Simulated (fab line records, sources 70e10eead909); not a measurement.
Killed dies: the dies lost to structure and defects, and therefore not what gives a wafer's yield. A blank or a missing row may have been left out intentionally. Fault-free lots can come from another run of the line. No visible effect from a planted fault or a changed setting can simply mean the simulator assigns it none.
Matching of chambers	flow nandHarc	cmp-03 running NHARC_A_SGD_CUT_CMP_21: 4 sister chambers
The step polishes, target thk 148.19 nm. 18 wafers are shown with their chamber, then 9 later ones without.

WAFERS, EACH WITH ITS CHAMBER
wafer	chamber	motorCurrentA (A)	timeToEndpointS (s)	edgeZonePressureFrac
L076.3	1	11.4	50	1.002
L076.4	3	11.2	48	0.997
L076.5	3	11.3	47	1.003
L078.1	2	12.6	44	0.998
L078.2	3	11.3	47	1.004
L078.6	1	11.2	54	1.000
L079.2	0	10.5	52	1.004
L079.4	3	11.4	48	0.994
L079.6	1	11.1	55	1.005
L083.1	0	9.9	46	1.001
L083.3	3	11.7	47	1.001
L083.5	1	11.7	53	1.013
L086.2	3	12.0	45	0.998
L086.4	1	11.3	52	1.008
L086.5	0	10.7	47	1.008
L087.4	1	11.1	56	0.996
L087.5	1	11.8	57	0.997
L087.6	2	12.9	47	1.002

SIGNATURES (means of the wafers above)
reading	chamber 0	chamber 1	chamber 2	chamber 3	scatter within a chamber
motorCurrentA	10.367	11.371	12.750	11.483	0.309
timeToEndpointS	48.33	53.86	45.50	47.00	2.17
edgeZonePressureFrac	1.00433	1.00300	1.00000	0.99950	0.00486
Rule: for a wafer and a chamber, the distance is found by dividing, reading by reading, the gap between the wafer's reading and the chamber's mean by the reading's scatter, squaring, summing and taking the root. If the next closest chamber is less than 2 further off than the closest, the wafer can't be placed; otherwise it belongs to the closest. The scatter: take each reading less its chamber's mean, square it, sum over the shown wafers, divide by the number of wafers less the number of chambers, and take the root.

WAFERS WITHOUT THEIR CHAMBER
wafer	motorCurrentA (A)	timeToEndpointS (s)	edgeZonePressureFrac
L088.3	9.9	53	0.995
L088.4	11.5	56	0.994
L088.6	10.7	51	0.992
L092.1	11.6	53	1.003
L092.3	11.3	53	1.000
L092.4	10.0	51	0.998
L095.2	11.5	56	0.993
L095.4	10.3	51	1.001
L095.6	11.7	51	0.996

WHICH CHAMBER EACH WENT THROUGH
wafer	from the rows above	in truth
L088.3	can't be placed: 0 or 1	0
L088.4	1	1
L088.6	can't be placed: 0 or 1 or 3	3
L092.1	1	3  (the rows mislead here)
L092.3	1	1
L092.4	0	0
L095.2	1	1
L095.4	0	0
L095.6	can't be placed: 3 or 1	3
Correctly placed: 5 of 9. Can't be placed from these rows: 3 (the true chamber is among the candidates in 3). Placed wrongly: 1.
